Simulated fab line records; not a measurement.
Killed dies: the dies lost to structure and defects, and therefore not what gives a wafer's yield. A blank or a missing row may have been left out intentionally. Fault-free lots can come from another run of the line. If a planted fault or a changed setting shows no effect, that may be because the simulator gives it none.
Split-lot trial / flow n5-finfet / 21 wafers read from 7 lots, route of 1938 steps

== THE SPLIT ITSELF ==
At N5_BEOL_M0_ETCH_109 (etches SiCN in CH3F/O2, target depth 8 nm, overetch 2.4 nm, time 27.4 s), the setting bias-w was moved away from the recipe's 75 W on 9 of the 21 wafers read, by +4.5% to +17.7%. This setting was run at the recipe's value on the other wafers.

The reading is taken at the split's own step.

== THE READING ==
rf-vpp-V, in V, at N5_BEOL_M0_ETCH_109 (etches SiCN in CH3F/O2, target depth 8 nm, overetch 2.4 nm, time 27.4 s). Typical for fault-free wafers on this fab line: 297.4 V, with standard deviation 1.6 V.

wafer=L076.1; tool, chamber at the split=rie-diel-02, 3; bias-w as run, W=78.4; against the recipe=+4.5%; rf-vpp-V, V=305.0; against lot-mates on the recipe=no lot-mate on the recipe
wafer=L076.4; tool, chamber at the split=rie-diel-02, 2; bias-w as run, W=78.4; against the recipe=+4.5%; rf-vpp-V, V=307.9; against lot-mates on the recipe=no lot-mate on the recipe
wafer=L076.6; tool, chamber at the split=rie-diel-02, 0; bias-w as run, W=78.4; against the recipe=+4.5%; rf-vpp-V, V=308.1; against lot-mates on the recipe=no lot-mate on the recipe
wafer=L081.1; tool, chamber at the split=rie-diel-01, 3; bias-w as run, W=75; against the recipe=recipe; rf-vpp-V, V=297.1; against lot-mates on the recipe=-
wafer=L081.2; tool, chamber at the split=rie-diel-01, 0; bias-w as run, W=75; against the recipe=recipe; rf-vpp-V, V=295.7; against lot-mates on the recipe=-
wafer=L081.3; tool, chamber at the split=rie-diel-01, 1; bias-w as run, W=75; against the recipe=recipe; rf-vpp-V, V=295.6; against lot-mates on the recipe=-
wafer=L083.1; tool, chamber at the split=rie-diel-01, 0; bias-w as run, W=75; against the recipe=recipe; rf-vpp-V, V=296.2; against lot-mates on the recipe=-
wafer=L083.4; tool, chamber at the split=rie-diel-01, 1; bias-w as run, W=75; against the recipe=recipe; rf-vpp-V, V=294.8; against lot-mates on the recipe=-
wafer=L083.5; tool, chamber at the split=rie-diel-01, 2; bias-w as run, W=75; against the recipe=recipe; rf-vpp-V, V=298.4; against lot-mates on the recipe=-
wafer=L088.1; tool, chamber at the split=rie-diel-06, 2; bias-w as run, W=75; against the recipe=recipe; rf-vpp-V, V=297.7; against lot-mates on the recipe=-
wafer=L088.2; tool, chamber at the split=rie-diel-06, 0; bias-w as run, W=75; against the recipe=recipe; rf-vpp-V, V=299.7; against lot-mates on the recipe=-
wafer=L088.3; tool, chamber at the split=rie-diel-06, 3; bias-w as run, W=75; against the recipe=recipe; rf-vpp-V, V=296.3; against lot-mates on the recipe=-
wafer=L089.3; tool, chamber at the split=rie-diel-06, 0; bias-w as run, W=80.49; against the recipe=+7.3%; rf-vpp-V, V=314.1; against lot-mates on the recipe=no lot-mate on the recipe
wafer=L089.4; tool, chamber at the split=rie-diel-06, 1; bias-w as run, W=80.49; against the recipe=+7.3%; rf-vpp-V, V=310.4; against lot-mates on the recipe=no lot-mate on the recipe
wafer=L089.6; tool, chamber at the split=rie-diel-06, 2; bias-w as run, W=80.49; against the recipe=+7.3%; rf-vpp-V, V=314.2; against lot-mates on the recipe=no lot-mate on the recipe
wafer=L096.1; tool, chamber at the split=rie-diel-06, 0; bias-w as run, W=75; against the recipe=recipe; rf-vpp-V, V=299.8; against lot-mates on the recipe=-
wafer=L096.4; tool, chamber at the split=rie-diel-06, 1; bias-w as run, W=75; against the recipe=recipe; rf-vpp-V, V=296.0; against lot-mates on the recipe=-
wafer=L096.6; tool, chamber at the split=rie-diel-06, 0; bias-w as run, W=75; against the recipe=recipe; rf-vpp-V, V=298.8; against lot-mates on the recipe=-
wafer=L097.3; tool, chamber at the split=rie-diel-06, 2; bias-w as run, W=88.27; against the recipe=+17.7%; rf-vpp-V, V=331.0; against lot-mates on the recipe=no lot-mate on the recipe
wafer=L097.4; tool, chamber at the split=rie-diel-06, 3; bias-w as run, W=88.27; against the recipe=+17.7%; rf-vpp-V, V=327.7; against lot-mates on the recipe=no lot-mate on the recipe
wafer=L097.6; tool, chamber at the split=rie-diel-06, 3; bias-w as run, W=88.27; against the recipe=+17.7%; rf-vpp-V, V=327.5; against lot-mates on the recipe=no lot-mate on the recipe

THE FIT
A straight line over all 21 wafers: rf-vpp-V changes by +1.82 V for each +1% of bias-w; r = +0.99; the points scatter about the line by 2 V.
Too few moved wafers with a lot-mate on the recipe to fit a line net of each lot's own level.
Tool readings at the split's step, against how far the setting was moved: rf-vpp-V r = +0.99.

== THE FILE'S OWN FIT ==
rf-vpp-V changes by +1.82 V for each +1% of bias-w, r = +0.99.
